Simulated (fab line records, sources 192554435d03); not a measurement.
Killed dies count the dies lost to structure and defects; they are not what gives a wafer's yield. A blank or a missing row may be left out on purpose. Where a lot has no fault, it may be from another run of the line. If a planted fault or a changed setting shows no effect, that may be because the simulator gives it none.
Split-lot experiment | flow n5Finfet | 7 lots, 21 wafers read, on a route of 1938 steps

THE SPLIT
At N5_BEOL_M6_TRENCH_ETCH_37 (etches SiCOH lowk in C4F6/O2, target depth 94.435 nm, time 31.5 s), the setting timeS was moved away from the recipe's 31.5 s on 8 of the 21 wafers read, by -21.7% to +20.3%. For the rest of the wafers, this setting stayed at what the recipe calls for.

FROM THE SPLIT TO THE READING: what the file shows between them, 11 steps
- N5_BEOL_M6_ETCH_41: etches SiCN in CH3F/O2, target depth 29.7 nm, time 52 s
- N5_BEOL_M6_STRIP_80: strips in N2/H2, time 10 s
- N5_BEOL_M6_OCD_MEAS_38
- N5_BEOL_M6_HM_STRIP_39: strips TiN in peroxide tin strip, target depth 25 nm, time 158 s
- N5_BEOL_M6_SRD_40: time 30 s
- N5_BEOL_M6_ECD_50: material Cu, target thk 300 nm
- N5_BEOL_M6_ANNEAL_51: time 90 s
- N5_BEOL_M6_CMP_52: polishes, stops on SiCOH lowk, t overpolish 6.9 s, target thk 80 nm
- N5_BEOL_M6_THK_MEAS_53: measures by xrf
- N5_BEOL_M6_PRE_CLEAN_55: time 15 s
- N5_BEOL_M6_DEP_56: deposits SiCN from 3MS/NH3, target thk 10 nm, time 17.5 s

THE READING
Measured at N5_BEOL_M6_RS_MEAS_57 by four-point probe: M6_RS, in ohm/sq. On this fab line, fault-free wafers typically give 0.287 ohm/sq with a standard deviation of 0.0074 ohm/sq.

wafer  | tool, chamber at the split | timeS as run, s | against the recipe | M6_RS, ohm/sq | against lot-mates on the recipe
L075.1 | rieDiel-04, 2              | 37.91           | +20.3%             | 0.221         | no lot-mate on the recipe
L075.5 | rieDiel-04, 2              | 37.91           | +20.3%             | 0.224         | no lot-mate on the recipe
L075.6 | rieDiel-04, 1              | 37.91           | +20.3%             | 0.226         | no lot-mate on the recipe
L077.2 | rieDiel-04, 2              | 31.5            | recipe             | 0.285         | -
L077.4 | rieDiel-04, 0              | 31.5            | recipe             | 0.281         | -
L077.5 | rieDiel-04, 3              | 34.06           | +8.1%              | 0.257         | -0.026
L081.2 | rieDiel-02, 2              | 31.5            | recipe             | 0.288         | -
L081.4 | rieDiel-02, 1              | 31.5            | recipe             | 0.279         | -
L081.6 | rieDiel-02, 0              | 31.5            | recipe             | 0.288         | -
L090.4 | rieDiel-05, 3              | 31.5            | recipe             | 0.305         | -
L090.5 | rieDiel-05, 3              | 31.5            | recipe             | 0.298         | -
L090.6 | rieDiel-05, 0              | 31.5            | recipe             | 0.302         | -
L091.3 | rieDiel-04, 3              | 31.5            | recipe             | 0.288         | -
L091.5 | rieDiel-04, 0              | 31.5            | recipe             | 0.297         | -
L091.6 | rieDiel-04, 3              | 36.31           | +15.3%             | 0.234         | -0.058
L092.1 | rieDiel-02, 3              | 24.68           | -21.7%             | 0.416         | +0.129
L092.3 | rieDiel-02, 1              | 31.5            | recipe             | 0.278         | -
L092.4 | rieDiel-02, 0              | 31.5            | recipe             | 0.297         | -
L093.1 | rieDiel-02, 0              | 34.32           | +9.0%              | 0.257         | -0.012
L093.3 | rieDiel-02, 3              | 34.32           | +9.0%              | 0.257         | -0.012
L093.6 | rieDiel-02, 1              | 31.5            | recipe             | 0.269         | -

THE FIT
A straight line over all 21 wafers: M6_RS changes by -0.00406 ohm/sq for each +1% of timeS; r = -0.95; the points scatter about the line by 0.013 ohm/sq.
The same after taking each lot's own level away (the mean of its wafers on the recipe; 18 wafers): -0.00455 ohm/sq for each +1%; r = -0.94; scatter 0.012 ohm/sq.
The reading moves by 0.098 ohm/sq for the largest change in timeS, on that fit.
Measured against the standard deviation above, the lots' own levels, which go from 0.2690 to 0.3017 ohm/sq, span 4.4 times it.
Hence the slope depends on the lot-to-lot level, as the two fits are not the same.
Check: for one of the wafers moved furthest among these (-21.7%), held out of the fit, the line's prediction against its lot-mates is +0.0644 ohm/sq. Against them it came out at +0.129 ohm/sq.

THE WHOLE CHAIN: every reading that the file lists as answering this split, in the file's order
step                      | what it does                                                        | reading                                                                     | change (the file's fit)               | r (the file's)
N5_BEOL_M6_TRENCH_ETCH_37 | etches SiCOH lowk in C4F6/O2, target depth 94.435 nm, time 31.5 s   | BEOL_M6.featureDepthNm (the simulator's own value, which no gauge read)     | +0.98 nm for each +1% of the setting  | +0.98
N5_BEOL_M6_TRENCH_ETCH_37 | etches SiCOH lowk in C4F6/O2, target depth 94.435 nm, time 31.5 s   | etch.depthNm (the simulator's own value, which no gauge read)               | +0.981 nm for each +1% of the setting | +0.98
N5_BEOL_M6_OCD_MEAS_38    |                                                                     | trenchDepthNm                                                               | +0.976 nm for each +1% of the setting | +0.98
N5_BEOL_M6_CMP_52         | polishes, stops on SiCOH lowk, t overpolish 6.9 s, target thk 80 nm | Cu_of_BEOL_M6_ECD_50.thkNm (the simulator's own value, which no gauge read) | +0.935 nm for each +1% of the setting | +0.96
N5_BEOL_M6_THK_MEAS_53    | measures by xrf                                                     | M6_THK                                                                      | +0.946 for each +1% of the setting    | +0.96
N5_BEOL_M6_RS_MEAS_57     | measures by four-point-probe                                        | M6_RS                                                                       | -0.00471 for each +1% of the setting  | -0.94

FILE'S OWN FIT
M6_RS changes by -0.00471 ohm/sq for each +1% of timeS, r = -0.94.
